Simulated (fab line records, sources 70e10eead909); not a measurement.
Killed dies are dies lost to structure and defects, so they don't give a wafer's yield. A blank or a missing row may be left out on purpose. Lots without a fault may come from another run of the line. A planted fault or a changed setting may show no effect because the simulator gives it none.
Which tool did it? | flow nand_harc | 15 lots, 43 wafers sampled, at 4 steps of a route of 1302

WHAT THE GAUGES READ, wafer by wafer
NHARC_A_ONON_D2_THK_MEAS_11: measures by ellipsometry. Usual: thk_nm 1002 nm, standard deviation 9.7.
lot  | measured     | on            | thk_nm (nm)    | flag
L700 | day 12 07:44 | film_metro-02 | 999 1001 999   |
L701 | day 12 22:08 | film_metro-01 | 995 995 995    |
L702 | day 13 08:22 | film_metro-01 | 1002 1005 1002 |
L703 | day 13 23:01 | film_metro-02 | 993 991 992    |
L704 | day 13 23:02 | film_metro-02 | 1011 1011 1011 |
L706 | day 14 21:49 | film_metro-02 | 985 984 986    |
L707 | day 15 19:01 | film_metro-02 | 1000 1001 1002 |
L709 | day 16 15:54 | film_metro-01 | 987 989 986    |
L712 | day 17 08:47 | film_metro-01 | 1010 1009 1009 |
L715 | day 19 01:35 | film_metro-01 | 1608 1027      | OFF
L717 | day 19 04:22 | film_metro-02 | 1006 1007 1007 |
L716 | day 19 04:20 | film_metro-01 | 1575 996 998   | OFF
L719 | day 20 07:54 | film_metro-02 | 992 1572       | OFF
L722 | day 21 08:48 | film_metro-02 | 1013 1014 1013 |
L721 | day 21 08:49 | film_metro-01 | 997 996 996    |

NHARC_END_SORT_01. Usual: killed_at_array 52, standard deviation 18; killed_at_other 1.0, standard deviation 1.4; killed_at_periphery 3.1, standard deviation 2.3; killed_dies 56, standard deviation 17; killed_open 3.0, standard deviation 1.7; killed_short 2.5, standard deviation 1.7.
lot  | measured     | on        | killed_at_array | killed_at_other | killed_at_periphery | killed_dies | killed_open | killed_short | flag
L715 | day 30 15:26 | prober-02 | 676 86          | 0 0             | 1 4                 | 677 90      | 3 4         | 2 3          | OFF
L716 | day 30 23:15 | prober-02 | 669 42 41       | 1 1 2           | 7 6 3               | 677 49 46   | 3 0 2       | 1 2 3        | OFF
L719 | day 31 18:24 | prober-02 | 44 667          | 2 1             | 6 9                 | 52 677      | 4 1         | 1 3          | OFF

WHICH TOOL RAN EACH LOT (tool, then ch and the chambers of the sampled wafers, then the start)
lot  | NHARC_A_ONON_D2_DEP_09           | NHARC_A_CHANNEL_HOLE_D2_DEP_01
L700 | pecvd_onon-02 ch 0, day 12 07:21 | pecvd-01 ch 0,1, day 12 20:49
L701 | pecvd_onon-02 ch 0, day 12 21:37 | pecvd-02 ch 0,2, day 13 10:52
L702 | pecvd_onon-04 ch 0, day 13 07:52 | pecvd-01 ch 0,1,2, day 13 22:32
L703 | pecvd_onon-01 ch 0, day 13 22:31 | pecvd-01 ch 0,2, day 14 16:31
L704 | pecvd_onon-04 ch 0, day 13 22:35 | pecvd-04 ch 0,2, day 14 16:27
L706 | pecvd_onon-01 ch 0, day 14 21:28 | pecvd-02 ch 0,1,2, day 15 12:26
L707 | pecvd_onon-01 ch 0, day 15 18:31 | pecvd-01 ch 0,1,2, day 16 11:10
L709 | pecvd_onon-01 ch 0, day 16 15:30 | pecvd-02 ch 0,1, day 17 04:17
L712 | pecvd_onon-01 ch 0, day 17 08:16 | pecvd-04 ch 0,2, day 17 21:53
L715 | pecvd_onon-01 ch 0, day 19 01:11 | pecvd-02 ch 1, day 19 15:20
L717 | pecvd_onon-02 ch 0, day 19 03:52 | pecvd-01 ch 0,1,2, day 19 16:25
L716 | pecvd_onon-01 ch 0, day 19 03:56 | pecvd-01 ch 1,2, day 19 17:11
L719 | pecvd_onon-01 ch 0, day 20 07:23 | pecvd-01 ch 0, day 20 21:26
L722 | pecvd_onon-04 ch 0, day 21 08:17 | pecvd-04 ch 0,2, day 21 22:01
L721 | pecvd_onon-02 ch 0, day 21 08:22 | pecvd-04 ch 0,1, day 21 22:56
- NHARC_A_ONON_D2_DEP_09: target thk 1000 nm.
- NHARC_A_CHANNEL_HOLE_D2_DEP_01: deposits SiON, target thk 140 nm.

WHAT THE TOOLS THEMSELVES READ (means of the sampled wafers that have a number; where no wafer has one, the mark that the record gives instead)
NHARC_A_CHANNEL_HOLE_D2_DEP_01. Usual: heater_power_outer_w 430 W, standard deviation 76; heater_power_w 720 W, standard deviation 100.
lot  | tool     | heater_power_outer_w (W) | heater_power_w (W) | flag
L700 | pecvd-01 | 444                      | 736                |
L701 | pecvd-02 | 495                      | 785                |
L702 | pecvd-01 | 416                      | 699                |
L703 | pecvd-01 | 386                      | 642                |
L704 | pecvd-04 | 428                      | 756                |
L706 | pecvd-02 | 496                      | 791                |
L707 | pecvd-01 | 409                      | 682                |
L709 | pecvd-02 | 541                      | 832                |
L712 | pecvd-04 | 452                      | 781                |
L715 | pecvd-02 | 514                      | 777                |
L717 | pecvd-01 | 406                      | 676                |
L716 | pecvd-01 | 391                      | 670                |
L719 | pecvd-01 | 336                      | 572                |
L722 | pecvd-04 | 423                      | 736                |
L721 | pecvd-04 | 326                      | 589                |

THE ANSWER, worked out from the rows above alone
Rule: a lot is off if the mean of its wafers that have a number lies more than 3 standard deviations from the usual mean. A lot without any number at a reading at which 4 lots or more have one is off too. The other lots that the step has rows for count as sound. The gauges are gone through in route order, then the tools' own readings, and for those a lot's mean is taken as printed above. The first step at which some lot is off is used, and at that step the reading that is off furthest; a lot without a number counts as furthest.
Off: L715, L716, L719, at NHARC_A_ONON_D2_THK_MEAS_11 (thk_nm).
A tool fits if, at a process step before that reading, it ran every lot that is off, and no sound lot after the first of them. The gauges at NHARC_A_ONON_D2_THK_MEAS_11 aren't tried: what is off there is off at NHARC_END_SORT_01 too, on other tools, and a gauge's error can't cause that. One fits: pecvd_onon-01 at NHARC_A_ONON_D2_DEP_09. Its last sound lot is L712 (day 17 08:16), its first lot that is off L715 (day 19 01:11): a fault that began between those two fits.

WHAT THE SIMULATOR HAD PUT IN
Process parameter drift: pecvd_onon-01, from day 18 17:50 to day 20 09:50, at NHARC_A_ONON_D2_DEP_09. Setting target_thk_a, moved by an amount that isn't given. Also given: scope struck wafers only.
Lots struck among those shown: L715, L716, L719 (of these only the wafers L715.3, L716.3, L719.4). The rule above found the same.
